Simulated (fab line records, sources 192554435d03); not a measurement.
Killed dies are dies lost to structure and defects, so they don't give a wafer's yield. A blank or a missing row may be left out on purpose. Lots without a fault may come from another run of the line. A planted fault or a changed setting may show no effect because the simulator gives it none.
Chamber matching | flow n5_finfet | N5_SDB_DESCUM_16 on rie_diel-06: 4 sister chambers
The step chemistry O2, time 7.9 s. 16 wafers are shown with their chamber, then 8 later ones without.

WAFERS WITH THEIR CHAMBER
wafer  | chamber | drypump_motor_current_A (A) | showerhead_plenum_p_Torr (Torr) | throttle_valve_pct (%)
L077.1 | 2       | 5.0                         | 2.09                            | 20.15
L077.5 | 2       | 4.9                         | 2.09                            | 20.14
L077.6 | 1       | 5.8                         | 2.02                            | 20.44
L086.3 | 0       | 5.8                         | 2.22                            | 20.31
L086.4 | 1       | 5.8                         | 2.01                            | 20.47
L086.6 | 0       | 5.8                         | 2.22                            | 20.30
L090.3 | 1       | 5.8                         | 2.01                            | 20.48
L090.4 | 3       | 6.0                         | 2.22                            | 20.71
L090.6 | 3       | 6.0                         | 2.22                            | 20.72
L093.1 | 2       | 4.9                         | 2.07                            | 20.20
L093.5 | 0       | 5.8                         | 2.21                            | 20.32
L093.6 | 2       | 5.0                         | 2.07                            | 20.21
L091.2 | 2       | 4.9                         | 2.07                            | 20.21
L091.4 | 0       | 5.8                         | 2.21                            | 20.32
L091.6 | 2       | 5.0                         | 2.07                            | 20.22
L095.2 | 0       | 5.8                         | 2.21                            | 20.32

SIGNATURES (means of the wafers above)
reading                  | chamber 0 | chamber 1 | chamber 2 | chamber 3 | scatter within a chamber
drypump_motor_current_A  | 5.800     | 5.800     | 4.950     | 6.000     | 0.0354
showerhead_plenum_p_Torr | 2.2140    | 2.0133    | 2.0767    | 2.2200    | 0.00775
throttle_valve_pct       | 20.3140   | 20.4633   | 20.1883   | 20.7150   | 0.0244
Rule: a wafer's distance from a chamber is the root of the sum, over the readings, of the square of ((its reading less the chamber's mean) divided by the reading's scatter). The wafer belongs to the nearest chamber; if the next one is less than 2 further off, it can't be placed. The scatter: the root of (the sum of the squares of (reading less its chamber's mean) over the shown wafers, divided by (wafers less chambers)).

WAFERS WITHOUT THEIR CHAMBER
wafer  | drypump_motor_current_A (A) | showerhead_plenum_p_Torr (Torr) | throttle_valve_pct (%)
L095.3 | 6.0                         | 2.21                            | 20.73
L095.4 | 4.9                         | 2.07                            | 20.22
L097.1 | 5.8                         | 2.01                            | 20.48
L097.2 | 6.0                         | 2.21                            | 20.74
L097.3 | 5.8                         | 2.21                            | 20.34
L097.4 | 6.0                         | 2.21                            | 20.73
L097.5 | 5.8                         | 2.21                            | 20.35
L097.6 | 5.8                         | 2.01                            | 20.49

WHICH CHAMBER EACH WENT THROUGH
wafer  | from the rows above | in truth
L095.3 | 3                   | 3
L095.4 | 2                   | 2
L097.1 | 1                   | 1
L097.2 | 3                   | 3
L097.3 | 0                   | 0
L097.4 | 3                   | 3
L097.5 | 0                   | 0
L097.6 | 1                   | 1
Placed correctly: 8 of 8. Can't be placed from these rows: 0. Placed wrongly: 0.
